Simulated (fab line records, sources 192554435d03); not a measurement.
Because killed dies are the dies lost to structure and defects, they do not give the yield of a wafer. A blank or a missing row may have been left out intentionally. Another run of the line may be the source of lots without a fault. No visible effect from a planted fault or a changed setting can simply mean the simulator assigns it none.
Matching of chambers	flow n5-finfet	N5_FIN_SAQP_MANDREL2_REMOVE_60 on rie-si-04 has 4 sister chambers
The step chemistry HBr/Cl2/O2, target a-Si, stops on SiNx, bt time 10 s. 4 wafers are shown with their chamber, then 7 later ones without.

EACH WAFER AND ITS CHAMBER
wafer	chamber	throttle-valve-pct (%)
L075.5	0	36.67
L083.6	1	36.52
L087.1	3	36.76
L087.3	2	36.46

WAFERS WHOSE CHAMBER IS MISSING
wafer	throttle-valve-pct (%)
L087.4	36.70
L092.2	36.52
L092.3	36.74
L092.4	36.45
L093.1	36.49
L093.2	36.76
L093.4	36.52

CHAMBER TAKEN BY EACH
wafer	from the rows above	in truth
L087.4	can't be placed: 0 or 3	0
L092.2	1	1
L092.3	3	3
L092.4	2	2
L093.1	can't be placed: 1 or 2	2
L093.2	3	3
L093.4	1	1
Correctly placed: 5 of 7. These rows do not allow placing 2 (true chamber among the candidates in 2). Wrongly placed: 0.
How it was worked out, from the rows above alone: a wafer's distance from a chamber is the root of the sum, over the readings, of the square of ((its reading less the chamber's mean) divided by the reading's scatter). The wafer belongs to the nearest chamber; if the next one is less than 2 further off, it can't be placed. The mean given for a chamber averages the wafers shown for that chamber. The scatter: root of mean squared gap, hidden wafer to nearest shown wafer, with one shown wafer a chamber.
